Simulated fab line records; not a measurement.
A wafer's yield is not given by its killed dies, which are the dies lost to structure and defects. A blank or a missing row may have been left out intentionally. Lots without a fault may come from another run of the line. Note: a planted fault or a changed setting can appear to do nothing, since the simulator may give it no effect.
Which of the tools did it? || flow nandHarc || Sampling: 11 lots, 33 wafers, 5 of 1159 route steps

## WHAT EACH GAUGE READ, for each wafer
NHARC_END_SORT_01.
{"lot": "L568", "measured": "day 21 07:18", "on": "prober-02", "killedAtArray": "672 12 673"}
{"lot": "L567", "measured": "day 21 04:48", "on": "prober-01", "killedAtArray": "31 667 30"}

## WHAT TOOL EACH LOT RAN ON (gives the tool, then ch and the chambers of the sampled wafers, and finally the start)
{"lot": "L561", "NHARC_A_STAIRCASE_TRIM_200": "rieDiel-04 ch 1,3, day 11 06:30 or earlier", "NHARC_A_STAIRCASE_TRIM_226": "rieDiel-04 ch 0,2, day 11 06:30", "NHARC_A_STAIRCASE_ETCH_232": "rieDiel-04 ch 0,1, no start", "NHARC_A_STAIRCASE_TRIM_233": "rieDiel-04 ch 1,2, no start"}
{"lot": "L562", "NHARC_A_STAIRCASE_TRIM_200": "rieDiel-04 ch 1,2,3, day 11 16:10 or earlier", "NHARC_A_STAIRCASE_TRIM_226": "rieDiel-04 ch 0,1,3, day 11 16:10", "NHARC_A_STAIRCASE_ETCH_232": "rieDiel-04 ch 2,3, no start", "NHARC_A_STAIRCASE_TRIM_233": "rieDiel-04 ch 0,1, no start"}
{"lot": "L566", "NHARC_A_STAIRCASE_TRIM_200": "rieDiel-12 ch 1,2,3, day 12 12:50 or earlier", "NHARC_A_STAIRCASE_TRIM_226": "rieDiel-04 ch 0,2,3, day 12 12:50", "NHARC_A_STAIRCASE_ETCH_232": "rieDiel-04 ch 0,1,3, no start", "NHARC_A_STAIRCASE_TRIM_233": "rieDiel-04 ch 0,2,3, no start"}
{"lot": "L568", "NHARC_A_STAIRCASE_TRIM_200": "rieDiel-11 ch 1,2,3, day 12 18:22 or earlier", "NHARC_A_STAIRCASE_TRIM_226": "rieDiel-11 ch 0,3, day 12 18:22", "NHARC_A_STAIRCASE_ETCH_232": "rieDiel-04 ch 0,2,3, day 21 07:18 or earlier", "NHARC_A_STAIRCASE_TRIM_233": "rieDiel-04 ch 0,1,3, day 21 07:18 or earlier"}
{"lot": "L567", "NHARC_A_STAIRCASE_TRIM_200": "rieDiel-12 ch 0,3, day 12 18:35 or earlier", "NHARC_A_STAIRCASE_TRIM_226": "rieDiel-11 ch 0,2,3, day 12 18:35", "NHARC_A_STAIRCASE_ETCH_232": "rieDiel-11 ch 2,3, day 21 04:48 or earlier", "NHARC_A_STAIRCASE_TRIM_233": "rieDiel-11 ch 2,3, day 21 04:48 or earlier"}
{"lot": "L570", "NHARC_A_STAIRCASE_TRIM_200": "rieDiel-11 ch 0,1,2, day 13 15:47 or earlier", "NHARC_A_STAIRCASE_TRIM_226": "rieDiel-04 ch 0,3, day 13 15:47", "NHARC_A_STAIRCASE_ETCH_232": "rieDiel-04 ch 2,3, no start", "NHARC_A_STAIRCASE_TRIM_233": "rieDiel-04 ch 0,2, no start"}
{"lot": "L572", "NHARC_A_STAIRCASE_TRIM_200": "rieDiel-12 ch 0,1,2, day 14 03:19 or earlier", "NHARC_A_STAIRCASE_TRIM_226": "rieDiel-04 ch 1,2, day 14 03:19", "NHARC_A_STAIRCASE_ETCH_232": "rieDiel-12 ch 1,2,3, no start", "NHARC_A_STAIRCASE_TRIM_233": "rieDiel-12 ch 0,2,3, no start"}
{"lot": "L581", "NHARC_A_STAIRCASE_TRIM_200": "rieDiel-12 ch 0,2,3, day 15 20:23 or earlier", "NHARC_A_STAIRCASE_TRIM_226": "rieDiel-12 ch 2,3, day 15 20:23", "NHARC_A_STAIRCASE_ETCH_232": "rieDiel-12 ch 0,1, no start", "NHARC_A_STAIRCASE_TRIM_233": "rieDiel-12 ch 1,3, no start"}
{"lot": "L578", "NHARC_A_STAIRCASE_TRIM_200": "rieDiel-11 ch 0,3, day 15 20:02 or earlier", "NHARC_A_STAIRCASE_TRIM_226": "rieDiel-04 ch 1,2, day 15 20:02", "NHARC_A_STAIRCASE_ETCH_232": "rieDiel-04 ch 0,1,2, no start", "NHARC_A_STAIRCASE_TRIM_233": "rieDiel-04 ch 0,1,2, no start"}
{"lot": "L584", "NHARC_A_STAIRCASE_TRIM_200": "rieDiel-04 ch 1,2,3, day 16 23:57 or earlier", "NHARC_A_STAIRCASE_TRIM_226": "rieDiel-04 ch 0,1,2, day 16 23:57", "NHARC_A_STAIRCASE_ETCH_232": "rieDiel-11 ch 2,3, no start", "NHARC_A_STAIRCASE_TRIM_233": "rieDiel-11 ch 0,1,2, no start"}
{"lot": "L582", "NHARC_A_STAIRCASE_TRIM_200": "rieDiel-04 ch 0,1, day 17 04:28 or earlier", "NHARC_A_STAIRCASE_TRIM_226": "rieDiel-11 ch 0,2,3, day 17 04:28", "NHARC_A_STAIRCASE_ETCH_232": "rieDiel-12 ch 0,1,3, no start", "NHARC_A_STAIRCASE_TRIM_233": "rieDiel-12 ch 1,2,3, no start"}
- NHARC_A_STAIRCASE_TRIM_200: chemistry O2, time 211.2 s.
- NHARC_A_STAIRCASE_TRIM_226: chemistry O2, time 211.2 s.
- NHARC_A_STAIRCASE_ETCH_232: etches the open film in C4F8/O2, target depth 100 nm, time 40.5 s.
- NHARC_A_STAIRCASE_TRIM_233: chemistry O2, time 211.2 s.

## THE ANSWER, worked out from the rows above alone
Rule: the usual values come from the lots themselves. Put in order of their means at a reading, lots are off if they are a third of the lots or fewer, leave a main group of 4 or more, and stand apart from it by a gap of 3 or more times the standard deviation of the main group's means; of several such gaps the widest counts. Not used: any main group whose means are identical at the precision the tables above print for the reading. Also off: a lot with no number at a reading for which 4 or more lots have one. All remaining lots with rows at the step are treated as sound.
No lot is off at any reading shown: from this, nothing can be told.

## WHAT HAD BEEN PUT IN BY THE SIMULATOR
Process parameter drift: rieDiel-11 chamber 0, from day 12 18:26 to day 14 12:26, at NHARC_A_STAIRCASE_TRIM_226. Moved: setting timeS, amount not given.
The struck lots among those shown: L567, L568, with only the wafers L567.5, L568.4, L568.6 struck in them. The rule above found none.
